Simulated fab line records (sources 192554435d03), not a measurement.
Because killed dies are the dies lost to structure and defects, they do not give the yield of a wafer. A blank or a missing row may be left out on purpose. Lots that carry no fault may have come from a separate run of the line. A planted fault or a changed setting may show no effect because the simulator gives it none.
Lot-split experiment	flow n5-finfet	21 wafers read across 7 lots, on a route 1938 steps long

== ON THE SPLIT ==
At N5_BEOL_M4_TRENCH_ETCH_37 (etches SiOC in C4F6/O2, target depth 55.555 nm, time 29.2 s), the setting source-w was moved away from the recipe's 355 W on 5 of the 21 wafers read, by -10.6% to +12.9%. All remaining wafers had this setting at the recipe value.

The split's own step is where the reading is taken.

== THE READING ==
rf-vpp-V, in V, at N5_BEOL_M4_TRENCH_ETCH_37 (etches SiOC in C4F6/O2, target depth 55.555 nm, time 29.2 s). Fault-free wafers of this fab line usually give 662 V, standard deviation 8.7 V.

wafer	tool, chamber at the split	source-w as run, W	against the recipe	rf-vpp-V, V	against lot-mates on the recipe
L077.4	rie-diel-02, 2	355	recipe	659	-
L077.5	rie-diel-02, 3	400.7	+12.9%	622	-37
L077.6	rie-diel-02, 0	400.7	+12.9%	619	-40
L081.1	rie-diel-04, 3	355	recipe	682	-
L081.5	rie-diel-04, 2	317.5	-10.6%	700	+28
L081.6	rie-diel-04, 1	355	recipe	663	-
L083.3	rie-diel-02, 2	355	recipe	659	-
L083.4	rie-diel-02, 3	355	recipe	660	-
L083.6	rie-diel-02, 1	317.6	-10.5%	691	+32
L084.4	rie-diel-01, 2	355	recipe	666	-
L084.5	rie-diel-01, 0	355	recipe	653	-
L084.6	rie-diel-01, 1	355	recipe	678	-
L088.2	rie-diel-01, 1	355	recipe	679	-
L088.5	rie-diel-01, 2	355	recipe	666	-
L088.6	rie-diel-01, 1	355	recipe	678	-
L093.2	rie-diel-02, 3	355	recipe	660	-
L093.3	rie-diel-02, 0	355	recipe	658	-
L093.5	rie-diel-02, 0	355	recipe	660	-
L097.2	rie-diel-01, 3	338.9	-4.5%	691	+20
L097.4	rie-diel-01, 1	355	recipe	676	-
L097.5	rie-diel-01, 2	355	recipe	666	-

FIT RESULTS
A straight line over all 21 wafers: rf-vpp-V changes by -3.32 V for each +1% of source-w; r = -0.90; the points scatter about the line by 8.8 V.
The same after taking each lot's own level away (the mean of its wafers on the recipe; 21 wafers): -2.97 V for each +1%; r = -0.94; scatter 6.1 V.
That fit puts the effect of the largest move of source-w on the reading at 38 V.
From 659.0 to 674.3 V: that is the span of the lots' own levels, equal to 1.8 times the standard deviation above.
So the lot-to-lot level changes the slope: the two fits differ.
Check: -38.6 V against its lot-mates is what the line predicts for one of the wafers moved furthest among these (+12.9%) when that wafer is left out of the fit. Against them it came out at -37 V.
Tool readings at the split's step, against how far the setting was moved: rf-vpp-V r = -0.90.

== FILE'S OWN FIT ==
rf-vpp-V changes by -2.97 V for each +1% of source-w, r = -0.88.
